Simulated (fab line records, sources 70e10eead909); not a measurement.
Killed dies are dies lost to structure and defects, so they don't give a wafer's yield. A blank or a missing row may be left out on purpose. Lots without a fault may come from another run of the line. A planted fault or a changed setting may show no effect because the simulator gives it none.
Chamber matching | flow nand_harc | NHARC_P_M1_PRE_CLEAN_32 on pecvd-02: 3 sister chambers
The step time 12 s. 6 wafers are shown with their chamber, then 9 later ones without.

WAFERS WITH THEIR CHAMBER
wafer  | chamber | heater_power_w (W) | heater_power_outer_w (W)
L081.3 | 2       | 581                | 345
L081.4 | 2       | 596                | 345
L083.2 | 1       | 623                | 342
L087.1 | 1       | 701                | 426
L087.2 | 0       | 755                | 401
L087.3 | 0       | 762                | 408

WAFERS WITHOUT THEIR CHAMBER
wafer  | heater_power_w (W) | heater_power_outer_w (W)
L090.3 | 704                | 396
L090.4 | 576                | 331
L090.5 | 721                | 419
L094.1 | 567                | 335
L094.3 | 745                | 424
L094.4 | 736                | 422
L097.1 | 686                | 390
L097.2 | 760                | 417
L097.4 | 530                | 300

WHICH CHAMBER EACH WENT THROUGH
wafer  | from the rows above     | in truth
L090.3 | can't be placed: 1 or 0 | 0
L090.4 | 2                       | 2
L090.5 | can't be placed: 0 or 1 | 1
L094.1 | 2                       | 2
L094.3 | 0                       | 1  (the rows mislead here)
L094.4 | can't be placed: 0 or 1 | 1
L097.1 | can't be placed: 1 or 0 | 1
L097.2 | 0                       | 0
L097.4 | 2                       | 2
Placed correctly: 4 of 9. Can't be placed from these rows: 4 (the true chamber is among the candidates in 4). Placed wrongly: 1.
How it was worked out, from the rows above alone: a wafer's distance from a chamber is the root of the sum, over the readings, of the square of ((its reading less the chamber's mean) divided by the reading's scatter). The wafer belongs to the nearest chamber; if the next one is less than 2 further off, it can't be placed. A chamber's mean is the mean of its shown wafers. The scatter: the root of (the sum of the squares of (reading less its chamber's mean) over the shown wafers, divided by (wafers less chambers)).
